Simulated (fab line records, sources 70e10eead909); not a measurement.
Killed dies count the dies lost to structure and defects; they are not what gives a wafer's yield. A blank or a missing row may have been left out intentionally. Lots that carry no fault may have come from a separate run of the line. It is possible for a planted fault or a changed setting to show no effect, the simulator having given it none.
Which tool did it? :: flow nand_harc :: 15 lots with 43 wafers sampled at 5 steps, on a route of 1302 steps

WHAT THE GAUGES READ, wafer by wafer
NHARC_A_SOURCE_PLATE_INSPECT_08. Usual: raw_defect_count reads 61 (standard deviation 25).
lot: L819
measured: day 7 19:33
on: defect_inspect-02
raw_defect_count: 28 30 41
flag: 

lot: L820
measured: day 8 00:45
on: defect_inspect-01
raw_defect_count: 48 40 34
flag: 

lot: L821
measured: day 8 11:38
on: defect_inspect-01
raw_defect_count: 60 72 68
flag: 

lot: L823
measured: day 9 12:26
on: defect_inspect-02
raw_defect_count: 88 35 44
flag: 

lot: L822
measured: day 9 12:25
on: defect_inspect-01
raw_defect_count: 110 64 47
flag: 

lot: L825
measured: day 10 01:34
on: defect_inspect-02
raw_defect_count: 56 50 55
flag: 

lot: L826
measured: day 11 00:49
on: defect_inspect-02
raw_defect_count: 46 44 29
flag: 

lot: L827
measured: day 11 06:55
on: defect_inspect-01
raw_defect_count: 54 26 36
flag: 

lot: L829
measured: day 11 19:05
on: defect_inspect-02
raw_defect_count: 141 109 80
flag: 

lot: L833
measured: day 13 21:47
on: defect_inspect-02
raw_defect_count: 91 145 88
flag: 

lot: L834
measured: day 14 02:55
on: defect_inspect-01
raw_defect_count: 52 67
flag: 

lot: L836
measured: day 15 02:47
on: defect_inspect-01
raw_defect_count: 49 54
flag: 

lot: L837
measured: day 15 02:47
on: defect_inspect-02
raw_defect_count: 50 54 29
flag: 

lot: L839
measured: day 16 09:07
on: defect_inspect-02
raw_defect_count: 42 61 98
flag: 

lot: L840
measured: day 16 09:05
on: defect_inspect-01
raw_defect_count: 114 66 65
flag: 

NHARC_A_ONON_D1_THK_MEAS_02: measures by ellipsometry. Usual: thk_nm reads 1002 nm (standard deviation 8.6).
lot: L819
measured: day 7 20:07
on: film_metro-02
thk_nm (nm): 1003 1001 999
flag: 

lot: L820
measured: day 8 01:19
on: film_metro-02
thk_nm (nm): 999 1001 999
flag: 

lot: L821
measured: day 8 12:13
on: film_metro-01
thk_nm (nm): 999 998 997
flag: 

lot: L823
measured: day 9 13:01
on: film_metro-01
thk_nm (nm): 1007 1005 1008
flag: 

lot: L822
measured: day 9 12:59
on: film_metro-02
thk_nm (nm): 1004 1004 1003
flag: 

lot: L825
measured: day 10 02:08
on: film_metro-02
thk_nm (nm): 1004 1006 1007
flag: 

lot: L826
measured: day 11 01:24
on: film_metro-02
thk_nm (nm): 1028 1028 1027
flag: 

lot: L827
measured: day 11 07:29
on: film_metro-02
thk_nm (nm): 1010 1010 1010
flag: 

lot: L829
measured: day 11 19:39
on: film_metro-02
thk_nm (nm): 1002 1000 1001
flag: 

lot: L833
measured: day 13 22:22
on: film_metro-02
thk_nm (nm): 785 785 1005
flag: OFF

lot: L834
measured: day 14 03:29
on: film_metro-02
thk_nm (nm): 775 773
flag: OFF

lot: L836
measured: day 15 03:21
on: film_metro-01
thk_nm (nm): 775 774
flag: OFF

lot: L837
measured: day 15 03:22
on: film_metro-02
thk_nm (nm): 1015 1017 1015
flag: 

lot: L839
measured: day 16 09:42
on: film_metro-02
thk_nm (nm): 987 989 989
flag: 

lot: L840
measured: day 16 09:40
on: film_metro-01
thk_nm (nm): 998 999 1001
flag: 

NHARC_END_SORT_01. Usual: killed_at_array 59, standard deviation 21; killed_at_other 1.0, standard deviation 1.1; killed_at_periphery 4.0, standard deviation 2.6; killed_dies 64, standard deviation 21; killed_open 3.2, standard deviation 1.7; killed_short 2.5, standard deviation 1.5.
lot: L833
measured: day 30 16:52
on: prober-01
killed_at_array: 675 673 59
killed_at_other: 1 0 2
killed_at_periphery: 1 4 3
killed_dies: 677 677 64
killed_open: 5 3 6
killed_short: 2 3 1
flag: OFF

lot: L834
measured: day 30 17:33
on: prober-02
killed_at_array: 675 666
killed_at_other: 0 5
killed_at_periphery: 2 6
killed_dies: 677 677
killed_open: 2 4
killed_short: 3 3
flag: OFF

lot: L836
measured: day 32 20:26
on: prober-01
killed_at_array: 669 676
killed_at_other: 3 1
killed_at_periphery: 5 0
killed_dies: 677 677
killed_open: 4 4
killed_short: 4 1
flag: OFF

WHICH TOOL RAN EACH LOT (tool, then ch and the chambers of the sampled wafers, then the start)
lot: L819
NHARC_P_BONDPAD_PRE_CLEAN_26: pvd_sputter-01, day 7 19:33 or earlier
NHARC_A_ONON_D1_DEP_00: pecvd_onon-03 ch 0, day 7 19:40

lot: L820
NHARC_P_BONDPAD_PRE_CLEAN_26: pvd_sputter-01, day 8 00:45 or earlier
NHARC_A_ONON_D1_DEP_00: pecvd_onon-02 ch 0, day 8 00:52

lot: L821
NHARC_P_BONDPAD_PRE_CLEAN_26: pvd_sputter-03, day 8 11:38 or earlier
NHARC_A_ONON_D1_DEP_00: pecvd_onon-04 ch 0, day 8 11:43

lot: L823
NHARC_P_BONDPAD_PRE_CLEAN_26: pvd_sputter-02, day 9 12:26 or earlier
NHARC_A_ONON_D1_DEP_00: pecvd_onon-03 ch 0, day 9 12:33

lot: L822
NHARC_P_BONDPAD_PRE_CLEAN_26: pvd_sputter-01, day 9 12:25 or earlier
NHARC_A_ONON_D1_DEP_00: pecvd_onon-02 ch 0, day 9 12:28

lot: L825
NHARC_P_BONDPAD_PRE_CLEAN_26: pvd_sputter-01, day 10 01:34 or earlier
NHARC_A_ONON_D1_DEP_00: pecvd_onon-04 ch 0, day 10 01:44

lot: L826
NHARC_P_BONDPAD_PRE_CLEAN_26: pvd_sputter-02, day 11 00:49 or earlier
NHARC_A_ONON_D1_DEP_00: pecvd_onon-03 ch 0, day 11 01:04

lot: L827
NHARC_P_BONDPAD_PRE_CLEAN_26: pvd_sputter-01, day 11 06:55 or earlier
NHARC_A_ONON_D1_DEP_00: pecvd_onon-02 ch 0, day 11 06:59

lot: L829
NHARC_P_BONDPAD_PRE_CLEAN_26: pvd_sputter-03, day 11 19:05 or earlier
NHARC_A_ONON_D1_DEP_00: pecvd_onon-03 ch 0, day 11 19:12

lot: L833
NHARC_P_BONDPAD_PRE_CLEAN_26: pvd_sputter-01, day 13 21:47 or earlier
NHARC_A_ONON_D1_DEP_00: pecvd_onon-02 ch 0, day 13 21:51

lot: L834
NHARC_P_BONDPAD_PRE_CLEAN_26: pvd_sputter-01, day 14 02:55 or earlier
NHARC_A_ONON_D1_DEP_00: pecvd_onon-02 ch 0, day 14 02:59

lot: L836
NHARC_P_BONDPAD_PRE_CLEAN_26: pvd_sputter-03, day 15 02:47 or earlier
NHARC_A_ONON_D1_DEP_00: pecvd_onon-02 ch 0, day 15 02:51

lot: L837
NHARC_P_BONDPAD_PRE_CLEAN_26: pvd_sputter-02, day 15 02:47 or earlier
NHARC_A_ONON_D1_DEP_00: pecvd_onon-03 ch 0, day 15 02:51

lot: L839
NHARC_P_BONDPAD_PRE_CLEAN_26: pvd_sputter-01, day 16 09:07 or earlier
NHARC_A_ONON_D1_DEP_00: pecvd_onon-03 ch 0, day 16 09:11

lot: L840
NHARC_P_BONDPAD_PRE_CLEAN_26: pvd_sputter-02, day 16 09:05 or earlier
NHARC_A_ONON_D1_DEP_00: pecvd_onon-04 ch 0, day 16 09:09
- NHARC_P_BONDPAD_PRE_CLEAN_26: time 30 s.
- NHARC_A_ONON_D1_DEP_00: target thk 1000 nm.

AS READ BY THE TOOLS THEMSELVES (means over the sampled wafers that have a number; for cases with no such wafer, the mark the record gives instead)
NHARC_P_BONDPAD_PRE_CLEAN_26. Usual: heater_power_w reads 394 W (standard deviation 30).
lot: L819
tool: pvd_sputter-01
heater_power_w (W): 428
flag: 

lot: L820
tool: pvd_sputter-01
heater_power_w (W): 419
flag: 

lot: L821
tool: pvd_sputter-03
heater_power_w (W): 406
flag: 

lot: L823
tool: pvd_sputter-02
heater_power_w (W): 371
flag: 

lot: L822
tool: pvd_sputter-01
heater_power_w (W): 403
flag: 

lot: L825
tool: pvd_sputter-01
heater_power_w (W): 406
flag: 

lot: L826
tool: pvd_sputter-02
heater_power_w (W): 363
flag: 

lot: L827
tool: pvd_sputter-01
heater_power_w (W): 421
flag: 

lot: L829
tool: pvd_sputter-03
heater_power_w (W): 391
flag: 

lot: L833
tool: pvd_sputter-01
heater_power_w (W): 415
flag: 

lot: L834
tool: pvd_sputter-01
heater_power_w (W): 399
flag: 

lot: L836
tool: pvd_sputter-03
heater_power_w (W): 408
flag: 

lot: L837
tool: pvd_sputter-02
heater_power_w (W): 384
flag: 

lot: L839
tool: pvd_sputter-01
heater_power_w (W): 421
flag: 

lot: L840
tool: pvd_sputter-02
heater_power_w (W): 391
flag: 

NHARC_A_ONON_D1_DEP_00. Usual: sih4_flow_sccm reads 209.9 sccm (standard deviation 0.52).
lot: L819
tool: pecvd_onon-03
sih4_flow_sccm (sccm): 209.8
flag: 

lot: L820
tool: pecvd_onon-02
sih4_flow_sccm (sccm): 210.7
flag: 

lot: L821
tool: pecvd_onon-04
sih4_flow_sccm (sccm): 209.7
flag: 

lot: L823
tool: pecvd_onon-03
sih4_flow_sccm (sccm): 210.0
flag: 

lot: L822
tool: pecvd_onon-02
sih4_flow_sccm (sccm): 209.6
flag: 

lot: L825
tool: pecvd_onon-04
sih4_flow_sccm (sccm): 209.7
flag: 

lot: L826
tool: pecvd_onon-03
sih4_flow_sccm (sccm): 209.2
flag: 

lot: L827
tool: pecvd_onon-02
sih4_flow_sccm (sccm): 210.4
flag: 

lot: L829
tool: pecvd_onon-03
sih4_flow_sccm (sccm): 210.0
flag: 

lot: L833
tool: pecvd_onon-02
sih4_flow_sccm (sccm): 209.9
flag: 

lot: L834
tool: pecvd_onon-02
sih4_flow_sccm (sccm): 209.6
flag: 

lot: L836
tool: pecvd_onon-02
sih4_flow_sccm (sccm): 210.3
flag: 

lot: L837
tool: pecvd_onon-03
sih4_flow_sccm (sccm): 209.2
flag: 

lot: L839
tool: pecvd_onon-03
sih4_flow_sccm (sccm): 209.5
flag: 

lot: L840
tool: pecvd_onon-04
sih4_flow_sccm (sccm): 210.3
flag: 

THE ANSWER, worked out from the rows above alone
Rule: a lot counts as off when the mean over its wafers that have a number is more than 3 standard deviations away from the usual mean. A lot without any number at a reading at which 4 lots or more have one is off too. All remaining lots with rows at the step are treated as sound. First the gauges in route order, then the tools' own readings, where a lot's mean is used as printed above. The first step at which some lot is off is used, and at that step the reading that is off furthest; a lot without a number counts as furthest.
Off: L833, L834, L836 (NHARC_A_ONON_D1_THK_MEAS_02, thk_nm).
If a tool, at a process step before that reading, ran all the lots that are off and no sound lot after the first of them, it fits. Not tried: the gauges at NHARC_A_ONON_D1_THK_MEAS_02; whatever is off there is also off at NHARC_END_SORT_01, on other tools, and gauge error can't account for it. With no start given for some of its lots, NHARC_P_BONDPAD_PRE_CLEAN_26 uses the hours and lot order of NHARC_A_SOURCE_PLATE_INSPECT_08. One fits: pecvd_onon-02 at NHARC_A_ONON_D1_DEP_00. Its last sound lot is L827 (day 11 06:59), its first lot that is off L833 (day 13 21:51): a fault that began between those two fits.

WHAT THE SIMULATOR PUT IN
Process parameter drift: pecvd_onon-02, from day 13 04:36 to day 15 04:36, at NHARC_A_ONON_D1_DEP_00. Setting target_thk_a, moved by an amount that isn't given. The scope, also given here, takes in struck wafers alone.
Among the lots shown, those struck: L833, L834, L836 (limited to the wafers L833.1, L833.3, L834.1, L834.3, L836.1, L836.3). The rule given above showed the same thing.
